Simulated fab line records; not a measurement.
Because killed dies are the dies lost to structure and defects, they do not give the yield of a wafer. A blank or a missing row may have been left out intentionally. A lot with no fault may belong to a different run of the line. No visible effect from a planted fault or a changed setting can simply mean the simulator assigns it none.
Comparing a struck lot with a sound one :: flow nand_harc :: 21 out of 1302 route steps
Sound: wafers L853.1, L853.4, L853.6. Wafers struck: L864.4, L864.5. The cause comes at the end.
Each step with rows lists, per side, the tool, then ch with its chambers, then its first start. Under that, the readings that differ: sound wafers :: struck wafers :: difference of the means :: sigmas: that difference in standard deviations of wafers without a fault.
alike: same words and numbers on both sides, and readings whose means sit less than 2 such deviations apart. not compared: any withheld reading, any reading some wafer has no value for, any bound like >300 that may hide the same value, and any number with overlapping values for which the record gives no deviation.
A row with sigmas, a row that says differs or no value, or rows on one side alone: a step with any of these is where the two part. When numbers do not overlap yet have no deviation, they are printed without sigmas and do not part them. A reading that every wafer of one side lacks parts them only if that side has two wafers or more.

NHARC_A_BLC_CMP_25: polishes, t overpolish 30 s, target thk 150 nm.
  sound on cmp-02 ch 0,2, day 23 09:19; struck on cmp-02 ch 1,3, day 27 19:59
  alike: motor_current_A, overpolish_run_s, time_to_endpoint_s
next, for these wafers, 1 step has no rows: NHARC_A_BLC_SRD_27.
NHARC_A_BLC_INSPECT_28:
  sound on defect_inspect-02, day 23 09:41; struck on defect_inspect-01, day 27 20:20
  alike: raw_defect_count
then, 8 steps without rows for these wafers: NHARC_A_M0_DEP_00 (deposits SiOC, target thk 150 nm); NHARC_A_M0_DEHYDRATE_01 (time 120 s); NHARC_A_M0_HMDS_02 (time 30 s); NHARC_A_M0_COAT_33 (time 65 s); NHARC_A_M0_COAT_03 (resist thk 90 nm); NHARC_A_M0_SOFTBAKE_04 (time 55 s); NHARC_A_M0_EBR_05; NHARC_A_M0_EXPOSE_06 (exposes mask A M0, target cd 80 nm).
NHARC_A_M0_PEB_07: peb time 65 s.
  sound on litho_track-06 ch 0, day 23 10:31; struck on litho_track-06 ch 0, day 27 21:10
then, 1 step without rows for these wafers: NHARC_A_M0_DEVELOP_08 (develop time 35 s).
NHARC_A_M0_CD_MEAS_09: target cd 80 nm.
  sound on cd_sem-03 ch 0, day 23 10:35; struck on cd_sem-02 ch 0, day 27 21:15
reading: cd_nm (nm)
sound: 80.1 80.6 80.5
struck: 85.1 85.3
difference: +4.8
sigmas: +5
NHARC_A_M0_OVL_MEAS_10: pitch 160 nm.
  sound on overlay-02, day 23 10:40; struck on overlay-02, day 27 21:20
  alike: overlay_x_nm, overlay_y_nm
NHARC_A_M0_INSPECT_11:
  sound on defect_inspect-01, day 23 10:43; struck on defect_inspect-01, day 27 21:22
  alike: raw_defect_count
NHARC_A_M0_DESCUM_14: chemistry O2, time 3 s.
  sound on rie_diel-01 ch 0,1,3, day 23 10:47; struck on rie_diel-06 ch 0, day 27 21:26
reading: drypump_motor_current_A (A)
sound: 5.6 5.1 4.9
struck: 6.1 6.1
difference: +0.9
sigmas: +2

reading: model.A_M0.cd_nm (nm)
sound: 80.41 80.51 80.59
struck: 84.7 84.76
difference: +4.2
sigmas: 
  alike: oes_product_au, rf_vpp_V, showerhead_plenum_p_Torr, throttle_valve_pct
  not compared: rf_hours_counter_h
NHARC_A_M0_ETCH_34: etches the open film in N2/H2, target depth 40 nm, overetch 12 nm, time 43.94 s.
  sound on rie_diel-01 ch 1,2, day 23 10:52; struck on rie_diel-06 ch 0,2, day 27 21:32
  alike: drypump_motor_current_A, oes_product_au, rf_vpp_V, showerhead_plenum_p_Torr, throttle_valve_pct
  not compared: rf_hours_counter_h
NHARC_A_M0_ETCH_15: etches the open film in C4F8/Ar, target depth 150 nm, overetch 15 nm, time 82.5 s.
  sound: rie_diel-01 ch 2,3; struck: rie_diel-06 ch 1,2
reading: model.A_M0.cd_nm (nm)
sound: 80.01 80.08 80.24
struck: 85.11 84.92
difference: +4.91
sigmas: 
  alike: oes_product_au, rf_vpp_V
  not compared: rf_hours_counter_h
NHARC_A_M0_CD_MEAS_16:
  sound on cd_sem-01, day 23 11:04; struck on cd_sem-03, day 27 21:44
reading: cd_nm (nm)
sound: 79.8 79.7 80.2
struck: 84.9 84.8
difference: +4.9
sigmas: +5
NHARC_END_SORT_01:
  only the struck wafers appear in the record here, on prober-02 ch 0 at day 29 14:09; the sound ones have no rows

## WHERE THEY PART
Earliest at NHARC_A_M0_CD_MEAS_09; latest, in this record, at NHARC_END_SORT_01.

WHY: what had been put in by the simulator
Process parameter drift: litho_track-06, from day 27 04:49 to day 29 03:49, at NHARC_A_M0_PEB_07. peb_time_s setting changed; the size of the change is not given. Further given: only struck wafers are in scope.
